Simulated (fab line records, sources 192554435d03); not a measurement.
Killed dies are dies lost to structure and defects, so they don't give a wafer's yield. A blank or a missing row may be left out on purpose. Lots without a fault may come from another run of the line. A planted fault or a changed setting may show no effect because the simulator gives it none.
fab line records | flow n5_finfet
record lots=4 wafers=12 last_day=16
route steps=1938 shown STI_FIN_REVEAL@189 DUMMY_GATE@212 BEOL_M4@1111
lots that met no fault: from a run of the same line without faults
start_h: hours from the record's first day to the start of the lot's first wafer shown | wait_h: hours since the lot's step before | " the same as in the row above | L1.1+2: a row that stands for several wafers | - no value, or no start given | * or withheld: withheld | < > ~ a bound
route shown NAME@n: a module of which the file shows steps, and the number in the route of the first | usual: mean/standard deviation of fault-free wafers | same: alike in all rows | chamber/n: place in a boat | sites: the reading at each site | _std_site: their standard deviation | _edge_site: outer sites' mean less inner sites' | radius_mm: how far each site lies from the wafer's centre | mask NAME#n: copy n | behind: the tool/chamber that last shaped the wafer | hold: why the lot was held/for how many hours/how that ended | device: the transistor (n, p or np) that didn't switch | end of line: the same wafers' tests at the end of the route | a step without rows: its recipe alone | killed: dies lost to structure and defects at the first sort, not the wafer's yield | map: a wafer's dies, x killed, . not, _ none there
set.NAME: the setting as run; set.NAME@STEP: as run at that earlier step | model.NAME: the simulator's own value behind a step, which no gauge read
lots at some steps of the route; a table a step, a row a wafer
## steps
# step N5_STI_FIN_REVEAL_DENSIFY_30
# recipe temp_c=* time_s=* ambient=N2 idle_temp_c=600 ramp_up_c_per_s=150 ramp_down_c_per_s=60 cool_to_c=600
# step N5_STI_FIN_REVEAL_ETCHBACK_08
# recipe chemistry=C4F6/O2 target=SiO2 target_depth_a=305 time_s=10.167 ion_energy_ev=250 pressure_mtorr=30 source_w=345 bias_w=185 Ar_flow_sccm=300 C4F6_flow_sccm=10 O2_flow_sccm=10
# step N5_STI_FIN_REVEAL_STRIP_24
# recipe chemistry=N2/H2 time_s=90 power_w=100 temp_c=40 pressure_mtorr=100 rf_frequency_hz=6e+07 bias_power_w=3 n2_flow_sccm=300 h2_flow_sccm=300
# step N5_STI_FIN_REVEAL_PRECLEAN_25
# recipe chemistry=SPM time_s=90 temp_c=120 mix=4:1
# step N5_STI_FIN_REVEAL_PRECLEAN_26
# recipe chemistry=SC1 time_s=45 temp_c=46 mix=1:2:100
# step N5_STI_FIN_REVEAL_PRECLEAN_29
# recipe chemistry=DHF time_s=30 temp_c=25 dilution=300:1
# step N5_STI_FIN_REVEAL_SRD_12
# recipe time_s=30 temp_c=23 rinse_liquid=diw dry=ipa_marangoni
# step N5_STI_FIN_REVEAL_RECESS_09
# recipe chemistry=HF/NH3 target=SiO2 afs_cycles=11 target_depth_a=425 temp_c=30 sublimation_temp_c=180 sublimation_time_s=60
# step N5_STI_FIN_REVEAL_STRIP_16
# recipe chemistry=H3PO4 material=SiNx temp_c=165 target_depth_a=238 overetch_fraction=0.4964 dry=ipa_marangoni
# step N5_STI_FIN_REVEAL_PRECLEAN_17
# recipe chemistry=NF3:NH3 afs_cycles=1 temp_c=30 time_s=20 sublimation_temp_c=180 sublimation_time_s=60 pressure_torr=3 rf_power_w=30
# step N5_STI_FIN_REVEAL_ETCH_34
# recipe chemistry=H2 mode=isotropic material=Si target=Si target_depth_a=9.7 temp_c=20 pressure_mtorr=4.5 icp_w=300 bias_w=0 h2_flow_sccm=7.5 he_flow_sccm=142.5
# step N5_STI_FIN_REVEAL_OXIDATION_31
# recipe chemistry=O2_PLASMA_REMOTE temp_c=150 time_s=20 pressure_mtorr=1000 source_power_w=2000 o2_flow_sccm=3000
# usual chamber_pressure_mTorr=1000.1/1.4 drypump_motor_current_A=5.9/0.31 heater_power_w=149/14
# columns lot.wafer tool chamber start_h wait_h chamber_pressure_mTorr drypump_motor_current_A heater_power_w rf_hours_counter_h
L357.2 plasma_asher-01 0 55.18 0.0 1001.8 6.0 173 32
L357.4 " 1 " " 999.7 5.4 144 -
L357.5 " 0 " " 1000.2 6.0 170 -
L358.1 plasma_asher-02 0 60.94 0.0 1000.6 6.3 158 83
L358.3 " 1 " " 1000.2 5.8 132 -
L358.6 " 1 " " 1001.5 5.8 131 -
L366.2 plasma_asher-01 0 111.13 0.2 999.7 6.0 171 44
L366.5 " 0 " " 999.2 6.0 173 -
L366.6 " 1 " " 1000.4 5.4 143 -
L368.2 plasma_asher-01 0 120.81 0.0 1000.6 6.0 175 45
L368.3 " 1 " " 999.2 5.4 144 -
L368.6 " 0 " " 1001.0 6.0 169 -
# step N5_STI_FIN_REVEAL_PRECLEAN_32
# recipe chemistry=NF3:NH3 afs_cycles=1 temp_c=30 time_s=20 sublimation_temp_c=180 sublimation_time_s=60 pressure_torr=3 rf_power_w=30
# step N5_STI_FIN_REVEAL_STRIP_35
# recipe chemistry=H3PO4 material=Si3N4 temp_c=165 target_depth_a=40 time_s=39
# step N5_STI_FIN_REVEAL_SRD_21
# recipe dry=ipa_marangoni time_s=30 temp_c=23 rinse_liquid=diw
# step N5_STI_FIN_REVEAL_OXIDATION_33
# recipe chemistry=O2_PLASMA_REMOTE temp_c=150 time_s=20 pressure_mtorr=1000 source_power_w=2000 o2_flow_sccm=3000
# step N5_STI_FIN_REVEAL_CLEAN_19
# recipe chemistry=O3/DIW temp_c=25 time_s=120 o3_ppm=10
# step N5_STI_FIN_REVEAL_SRD_23
# recipe dry=ipa_marangoni time_s=30 temp_c=23 rinse_liquid=diw
# step N5_STI_FIN_REVEAL_PRECLEAN_18
# recipe chemistry=SC2 time_s=45 temp_c=35 mix=1:1:50
# step N5_STI_FIN_REVEAL_SRD_28
# recipe dry=ipa_marangoni time_s=30 temp_c=23 rinse_liquid=diw
# step N5_DUMMY_GATE_PRECLEAN_00
# recipe chemistry=O3/DIW time_s=60 temp_c=22 o3_ppm=10
# step N5_DUMMY_GATE_SRD_01
# recipe time_s=30 temp_c=23 rinse_liquid=diw dry=ipa_marangoni
# step N5_DUMMY_GATE_ALD_02
# recipe material=SiO2 target_thk_a=20 temp_c=300 ald_precursor_family=BDEAS ald_co_reactant=O2-plasma pulse_time_s=1 pressure_torr=2
# step N5_DUMMY_GATE_CVD_03
# recipe material=a-Si target_thk_a=1500 temp_c=530 precursor=SiH4 time_s=8042
# step N5_DUMMY_GATE_PRECLEAN_46
# recipe chemistry=DIW time_s=89.5 temp_c=23
# step N5_DUMMY_GATE_SRD_47
# recipe dry_time_s=32 dry=n2_spin spin_rpm=1500
# step N5_DUMMY_GATE_CMP_04
# recipe material=a-Si post_cmp_clean=alkaline_brush
# step N5_DUMMY_GATE_HM_DEP_06
# recipe material=SiNx target_thk_a=800 precursor=DCS/NH3 temp_c=700 pressure_mtorr=300 time_s=5141
# step N5_DUMMY_GATE_PECVD_30
# recipe material=SiO2 target_thk_a=550 temp_c=400 precursor=TEOS/O2 pressure_torr=6.5 rf_w=withheld teos_flow_sccm=withheld gas=O2 flow_sccm=2650 time_s=10.8
# step N5_DUMMY_GATE_COAT_34
# recipe resist=SOC temp_c=250 time_s=60 spin_rpm=1500 resist_thk_nm=60
# step N5_DUMMY_GATE_COAT_35
# recipe resist=SiARC temp_c=220 time_s=60 spin_rpm=1500 resist_thk_nm=10
# step N5_DUMMY_GATE_COAT_28
# recipe resist=underlayer temp_c=205 time_s=60 spin_rpm=1500 resist_thk_nm=10
# step N5_DUMMY_GATE_COAT_09
# recipe resist=CAR-EUV spin_rpm=1500 resist_thk_nm=30
# step N5_DUMMY_GATE_EBR_11
# recipe solvent=PGMEA ebr_width_mm=1.5
# step N5_DUMMY_GATE_SOFTBAKE_10
# recipe temp_c=110 time_s=60 resist=CAR-EUV
# step N5_DUMMY_GATE_EXPOSE_12
# recipe mask_id=GATE na=0.33 source_shape=annular sigma_inner=0.2 sigma_outer=0.6 polarization=unpolarized target_cd_nm=25 dose_mj=34
# step N5_DUMMY_GATE_PEB_13
# recipe peb_temp_c=100 peb_time_s=60 resist=CAR-EUV
# step N5_BEOL_M4_RC_MEAS_101
# usual DIBL_N=35.7/1.5 DIBL_P=35.7/2 IOFF_N=0.155/0.026 IOFF_N_85C=3.0/0.43 IOFF_N_LIN=0.072/0.0099 IOFF_N_LONG=5.53e-05/2.5e-06 IOFF_P=0.20/0.031 IOFF_P_LIN=0.096/0.012 ION_N=675/11 ION_P=462/7.1 SS_N=71.3/0.57 SS_P=73.1/0.56 VT_N=250/3 VT_P=-251/3
# columns lot.wafer tool chamber start_h wait_h DIBL_N[mV/V] DIBL_P[mV/V] IOFF_N[nA/um] IOFF_N_85C[nA/um] IOFF_N_LIN[nA/um] IOFF_N_LONG[nA/um] IOFF_P[nA/um] IOFF_P_LIN[nA/um] ION_N[uA/um] ION_P[uA/um] SS_N[mV/dec] SS_P[mV/dec] VT_N[mV] VT_P[mV]
L357.2 prober-01 0 195.33 0.2 37.9 37.7 0.196 3.6 0.089 5.34e-05 0.27 0.119 697 470 72.5 73.8 247 -247
L357.4 " 0 " " 36.5 35.2 0.153 3.0 0.070 5.26e-05 0.23 0.105 669 464 72.6 73.1 251 -247
L357.5 " 0 " " 33.7 32.2 0.122 2.4 0.060 5.45e-05 0.18 0.087 665 457 70.8 72.2 251 -252
L358.1 prober-02 0 198.90 0.0 35.3 33.2 0.147 2.9 0.072 5.65e-05 0.18 0.088 670 456 71.3 72.1 249 -253
L358.3 " 0 " " 35.9 33.9 0.149 2.9 0.073 5.49e-05 0.19 0.092 681 467 71.2 73.2 251 -251
L358.6 " 0 " " 36.7 34.5 0.176 3.4 0.083 5.66e-05 0.21 0.099 701 469 72.0 72.5 245 -247
L366.2 prober-01 0 253.04 0.2 34.4 34.6 0.141 2.8 0.069 6.27e-05 0.20 0.098 663 458 71.4 72.4 251 -249
L366.5 " 0 " " 36.3 37.5 0.201 3.8 0.094 6.33e-05 0.26 0.122 705 483 71.1 73.9 244 -247
L366.6 " 0 " " 37.4 38.8 0.221 4.1 0.106 6.88e-05 0.28 0.134 692 470 71.6 73.7 242 -244
L368.2 prober-02 0 267.79 0.2 36.0 36.6 0.160 3.0 0.077 5.7e-05 0.20 0.097 685 466 71.1 72.7 250 -255
L368.3 " 0 " " 39.2 41.4 0.251 4.4 0.117 6.08e-05 0.31 0.142 703 478 71.9 74.7 241 -246
L368.6 " 0 " " 36.5 37.4 0.172 3.2 0.081 5.67e-05 0.21 0.100 683 464 71.3 73.3 247 -251
## key
first_sign step=N5_BEOL_M4_RC_MEAS_101 reading=IOFF_N_LIN direction=up sigmas=4 usual=0.072 struck=0.112
effect step=N5_BEOL_M4_RC_MEAS_101 reading=IOFF_N_LONG direction=up sigmas=3.8 usual=5.53e-05 struck=6.48e-05
effect step=N5_BEOL_M4_RC_MEAS_101 reading=IOFF_P_LIN direction=up sigmas=3.6 usual=0.096 struck=0.138
effect step=N5_BEOL_M4_RC_MEAS_101 reading=IOFF_N direction=up sigmas=3.1 usual=0.155 struck=0.236
effect step=N5_BEOL_M4_RC_MEAS_101 reading=IOFF_P direction=up sigmas=2.9 usual=0.20 struck=0.29
effect step=N5_BEOL_M4_RC_MEAS_101 reading=IOFF_N_85C direction=up sigmas=2.9 usual=3.0 struck=4.3
met_at N5_STI_FIN_REVEAL_OXIDATION_31
struck_wafers L366.6,L368.3
onset_between 55.18 111.13
fault kind=process_parameter_drift tool=plasma_asher-01 chamber=1 onset_h=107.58 steps=N5_STI_FIN_REVEAL_OXIDATION_31 channel=time_s offset=* shape=step acts_in=* stated=*
